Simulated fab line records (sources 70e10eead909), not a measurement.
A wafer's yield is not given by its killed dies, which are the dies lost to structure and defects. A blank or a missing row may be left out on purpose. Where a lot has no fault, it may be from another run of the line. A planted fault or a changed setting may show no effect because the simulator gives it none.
Struck lot and sound lot, side by side :: flow nandHarc :: 32 steps out of a route of 1159
Sound: wafers L484.2, L484.5, L484.6. Wafers struck: L493.2, L493.5. Last of all comes the cause.
Order at every step that has rows: each side's tool, ch and its chambers, its first start. Under that, the readings that differ: sound wafers :: struck wafers :: difference of the means :: sigmas: that difference in standard deviations of wafers without a fault.
alike: same words and numbers on both sides, and readings whose means sit less than 2 such deviations apart. not compared: any withheld reading, any reading some wafer has no value for, any bound like >300 that may hide the same value, and any number with overlapping values for which the record gives no deviation.
The two part at a step that has a row with sigmas, a row that says differs or no value, or rows on one side only. Numbers that have no deviation but don't overlap get no sigmas and don't part them. A reading that every wafer of one side lacks parts them only if that side has two wafers or more.

first, 5 steps without rows for these wafers: NHARC_A_ONON_D1_DEP_19 (target thk 1000 nm); NHARC_A_ONON_D1_DEP_22 (target thk 1000 nm); NHARC_A_ONON_D1_DEP_25 (target thk 1000 nm); NHARC_A_ONON_D1_DEP_28 (target thk 1000 nm); NHARC_A_ONON_D1_DEP_33 (deposits SiO2, target thk 200 nm).
NHARC_A_CHANNEL_HOLE_D1_DEP_00: deposits aC, target thk 3100 nm.
  sound on aclDep-01 ch 0, day 8 00:02; struck on aclDep-02 ch 0, day 10 23:04
  alike: throttleValvePct
then, 25 steps without rows for these wafers: NHARC_A_CHANNEL_HOLE_D1_DEP_01 (deposits SiON, target thk 140 nm); NHARC_A_CHANNEL_HOLE_D1_DEHYDRATE_02 (time 120 s); NHARC_A_CHANNEL_HOLE_D1_HMDS_03 (time 30 s); NHARC_A_CHANNEL_HOLE_D1_COAT_36 (time 75 s); NHARC_A_CHANNEL_HOLE_D1_COAT_37 (time 65 s); NHARC_A_CHANNEL_HOLE_D1_COAT_04 (resist thk 90 nm); NHARC_A_CHANNEL_HOLE_D1_SOFTBAKE_05 (time 55 s); NHARC_A_CHANNEL_HOLE_D1_EBR_06; NHARC_A_CHANNEL_HOLE_D1_EXPOSE_07 (exposes mask HOLE D1, target cd 100 nm); NHARC_A_CHANNEL_HOLE_D1_PEB_08 (peb time 65 s); NHARC_A_CHANNEL_HOLE_D1_DEVELOP_09 (develop time 35 s); NHARC_A_CHANNEL_HOLE_D1_DESCUM_15 (chemistry O2, time 3 s); NHARC_A_CHANNEL_HOLE_D1_ETCH_38 (etches the open film in CF4, target depth 39 nm, time 65 s); NHARC_A_CHANNEL_HOLE_D1_ETCH_39 (etches the open film in N2/H2, target depth 260 nm, time 325 s); NHARC_A_CHANNEL_HOLE_D1_ETCH_34 (etches the open film in CF4/CHF3, target depth 154 nm, time 77 s); NHARC_A_CHANNEL_HOLE_D1_ETCH_16 (etches the open film in O2/COS, target depth 3100 nm, time 806 s); NHARC_A_CHANNEL_HOLE_D1_ETCH_19 (etches the open film in C4F8/O2/Ar, time 34.5 s); NHARC_A_CHANNEL_HOLE_D1_ETCH_20 (etches the open film in C4F8/O2/Ar, time 361.9 s, target depth 1600 nm); NHARC_A_CHANNEL_HOLE_D1_ETCH_21 (etches the open film in C4F8/O2/Ar, time 514.3 s, target depth 1600 nm); NHARC_A_CHANNEL_HOLE_D1_ETCH_22 (etches the open film in C4F8/O2/Ar, time 666.7 s, target depth 1600 nm); NHARC_A_CHANNEL_HOLE_D1_ETCH_23 (etches the open film in C4F8/O2/Ar, time 819 s, target depth 1600 nm); NHARC_A_CHANNEL_HOLE_D1_ETCH_24 (etches the open film in C4F8/O2/Ar, time 906.2 s, target depth 1500 nm); NHARC_A_CHANNEL_HOLE_D1_ETCH_25 (etches the open film in C4F8/O2/Ar, time 1040.2 s, target depth 1500 nm); NHARC_A_CHANNEL_HOLE_D1_ETCH_26 (etches the open film in C4F8/O2/Ar, time 224.1 s, target depth 300 nm); NHARC_A_CHANNEL_HOLE_D1_ETCH_33 (etches the open film in C4F8/O2/Ar, time 90 s, target depth 400 nm).
-- the record jumps here: 11 days lie between the struck wafers' starts before and after (it left off in module A_CHANNEL_HOLE_D1 and takes up again in module END, whose first step shown is number 1159 of the route) --
NHARC_END_SORT_01:
  at this point the record logs the struck wafers (prober-01 ch 0, day 21 18:10) and has no rows for the sound ones

## WHERE THEY PART
At NHARC_END_SORT_01 and nowhere else, as far as this record goes.

WHY: the cause the simulator had injected
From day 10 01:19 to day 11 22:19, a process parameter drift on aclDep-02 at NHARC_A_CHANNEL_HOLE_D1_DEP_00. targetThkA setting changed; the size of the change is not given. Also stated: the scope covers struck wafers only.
